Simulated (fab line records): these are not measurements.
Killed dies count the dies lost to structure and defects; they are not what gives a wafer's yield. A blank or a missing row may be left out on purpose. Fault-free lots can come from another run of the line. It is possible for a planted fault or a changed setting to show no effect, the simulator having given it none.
Split-lot trial    flow n5Finfet    route with 1938 steps; 7 lots, 39 wafers read

THE SPLIT ITSELF
At N5_BEOL_M5_TRENCH_ETCH_37 (etches SiCOH lowk in C4F6/O2, target depth 71.652 nm, time 24.7 s), the setting targetDepthA was moved away from the recipe's 716.52 angstrom on 12 of the 39 wafers read, by -54.8% to +30.6%. The other wafers ran this setting at the recipe's value.

FROM THE SPLIT TO THE READING: what the file shows between them, 13 steps
- N5_BEOL_M5_ETCH_41: etches SiCN in CH3F/O2, target depth 31.5 nm, time 56.7 s
- N5_BEOL_M5_STRIP_91: strips in N2/H2, time 10 s
- N5_BEOL_M5_OCD_MEAS_38
- N5_BEOL_M5_HM_STRIP_39: strips TiN in peroxide tin strip, target depth 25 nm, time 158 s
- N5_BEOL_M5_SRD_40: time 30 s
- N5_BEOL_M5_ECD_50: material Cu, target thk 300 nm
- N5_BEOL_M5_ANNEAL_51: time 90 s
- N5_BEOL_M5_CMP_52: polishes, stops on SiCOH lowk, t overpolish 6.9 s, target thk 62 nm
- N5_BEOL_M5_THK_MEAS_53: measures by xrf
- N5_BEOL_M5_PRE_CLEAN_77: time 15 s
- N5_BEOL_M5_CO_CAP_78: material Co, precursor CCTBA/H2, target thk 2 nm, time 102.1 s
- N5_BEOL_M5_PRE_CLEAN_55: time 15 s
- N5_BEOL_M5_DEP_56: deposits SiCN from 3MS/NH3, target thk 8 nm, time 14 s

THE READING
M5_RS (ohm/sq), read at N5_BEOL_M5_RS_MEAS_57 with a four-point probe. On this fab line, fault-free wafers typically give 0.386 ohm/sq with a standard deviation of 0.018 ohm/sq.

wafer   tool, chamber at the split  targetDepthA as run, angstrom  against the recipe  M5_RS, ohm/sq  against lot-mates on the recipe
L081.1  rieDiel-05, 0               716.52                         recipe              0.402          -
L081.2  rieDiel-05, 1               716.52                         recipe              0.399          -
L081.3  rieDiel-05, 3               716.52                         recipe              0.418          -
L081.4  rieDiel-05, 2               935.6                          +30.6%              0.282          -0.124
L081.5  rieDiel-05, 3               935.6                          +30.6%              0.301          -0.105
L081.6  rieDiel-05, 0               935.6                          +30.6%              0.273          -0.133
L085.1  rieDiel-05, 3               596.3                          -16.8%              0.521          +0.116
L085.2  rieDiel-05, 1               716.52                         recipe              0.414          -
L085.3  rieDiel-05, 0               716.52                         recipe              0.390          -
L085.4  rieDiel-05, 2               716.52                         recipe              0.410          -
L085.5  rieDiel-05, 0               596.3                          -16.8%              0.510          +0.105
L085.6  rieDiel-05, 3               596.3                          -16.8%              0.561          +0.156
L086.1  rieDiel-04, 3               716.52                         recipe              0.355          -
L086.2  rieDiel-04, 1               716.52                         recipe              0.373          -
L086.3  rieDiel-04, 0               716.52                         recipe              0.401          -
L086.4  rieDiel-04, 2               716.52                         recipe              0.370          -
L086.5  rieDiel-04, 2               716.52                         recipe              0.382          -
L086.6  rieDiel-04, 1               716.52                         recipe              0.381          -
L089.1  rieDiel-01, 0               716.52                         recipe              0.396          -
L089.2  rieDiel-01, 2               716.52                         recipe              0.374          -
L089.3  rieDiel-01, 1               555.8                          -22.4%              0.583          +0.200
L089.4  rieDiel-01, 3               716.52                         recipe              0.379          -
L089.5  rieDiel-01, 0               555.8                          -22.4%              0.586          +0.203
L089.6  rieDiel-01, 1               555.8                          -22.4%              0.543          +0.160
L090.1  rieDiel-04, 1               324.2                          -54.8%              1.266          +0.894
L090.2  rieDiel-04, 2               716.52                         recipe              0.359          -
L090.3  rieDiel-04, 0               324.2                          -54.8%              1.594          +1.222
L090.4  rieDiel-04, 3               716.52                         recipe              0.381          -
L090.5  rieDiel-04, 2               324.2                          -54.8%              1.274          +0.902
L090.6  rieDiel-04, 1               716.52                         recipe              0.376          -
L091.1  rieDiel-01, 1               716.52                         recipe              0.378          -
L091.2  rieDiel-01, 3               716.52                         recipe              0.365          -
L091.5  rieDiel-01, 3               716.52                         recipe              0.370          -
L092.1  rieDiel-01, 0               716.52                         recipe              0.365          -
L092.2  rieDiel-01, 1               716.52                         recipe              0.392          -
L092.3  rieDiel-01, 3               716.52                         recipe              0.361          -
L092.4  rieDiel-01, 3               716.52                         recipe              0.377          -
L092.5  rieDiel-01, 0               716.52                         recipe              0.375          -
L092.6  rieDiel-01, 1               716.52                         recipe              0.375          -

FIT RESULTS
A straight line over all 39 wafers: M5_RS changes by -0.0132 ohm/sq for each +1% of targetDepthA; r = -0.89; the points scatter about the line by 0.13 ohm/sq.
The same after taking each lot's own level away (the mean of its wafers on the recipe; 39 wafers): -0.0134 ohm/sq for each +1%; r = -0.90; scatter 0.13 ohm/sq.
That fit puts the effect of the largest move of targetDepthA on the reading at 0.74 ohm/sq.
The span of the lots' own levels, 0.3710 to 0.4063 ohm/sq, comes to 2.0 times the standard deviation stated above.
The two slopes are in agreement: the lot-to-lot level therefore moves the slope only a little.
Check: for one of the wafers moved furthest among these (-54.8%), held out of the fit, the line's prediction against its lot-mates is +0.727 ohm/sq. It came out at +0.894 ohm/sq against them.

OTHER SPLITS ON THESE WAFERS
These wafers also went through other splits before the reading. Each is held against what the fit with the lots' levels taken away leaves over:
other split on the same wafers                 wafers away from the commonest value  r with M5_RS (lot level and that fit taken away)
N5_FIN_SAQP_ETCH_65 timeS                      12                                    +0.05
N5_SPACER0_ALD_07 targetThkA                   12                                    -0.12
N5_MOL_CONTACT_COAG_ETCHBACK_134 targetDepthA  15                                    -0.26
N5_BEOL_M1_CVD_47 targetThkA                   15                                    +0.20

THE WHOLE CHAIN: every reading that the file lists as answering this split, in the file's order
step                       what it does                                                         reading                                                                      change (the file's fit)                r (the file's)
N5_BEOL_M5_TRENCH_ETCH_37  etches SiCOH lowk in C4F6/O2, target depth 71.652 nm, time 24.7 s    etch.depthNm (the simulator's own value, which no gauge read)                +0.737 nm for each +1% of the setting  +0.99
N5_BEOL_M5_TRENCH_ETCH_37  etches SiCOH lowk in C4F6/O2, target depth 71.652 nm, time 24.7 s    BEOL_M5.featureDepthNm (the simulator's own value, which no gauge read)      +0.738 nm for each +1% of the setting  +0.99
N5_BEOL_M5_OCD_MEAS_38                                                                          trenchDepthNm                                                                +0.73 nm for each +1% of the setting   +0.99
N5_BEOL_M5_CMP_52          polishes, stops on SiCOH lowk, t overpolish 6.9 s, target thk 62 nm  Cu_of_BEOL_M5_ECD_50.thkNm (the simulator's own value, which no gauge read)  +0.729 nm for each +1% of the setting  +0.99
N5_BEOL_M5_THK_MEAS_53     measures by xrf                                                      M5_THK                                                                       +0.746 for each +1% of the setting     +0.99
N5_BEOL_M5_RS_MEAS_57      measures by four-point-probe                                         M5_RS                                                                        -0.0138 for each +1% of the setting    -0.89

THE FILE'S OWN FIT
M5_RS changes by -0.0138 ohm/sq for each +1% of targetDepthA, r = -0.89.
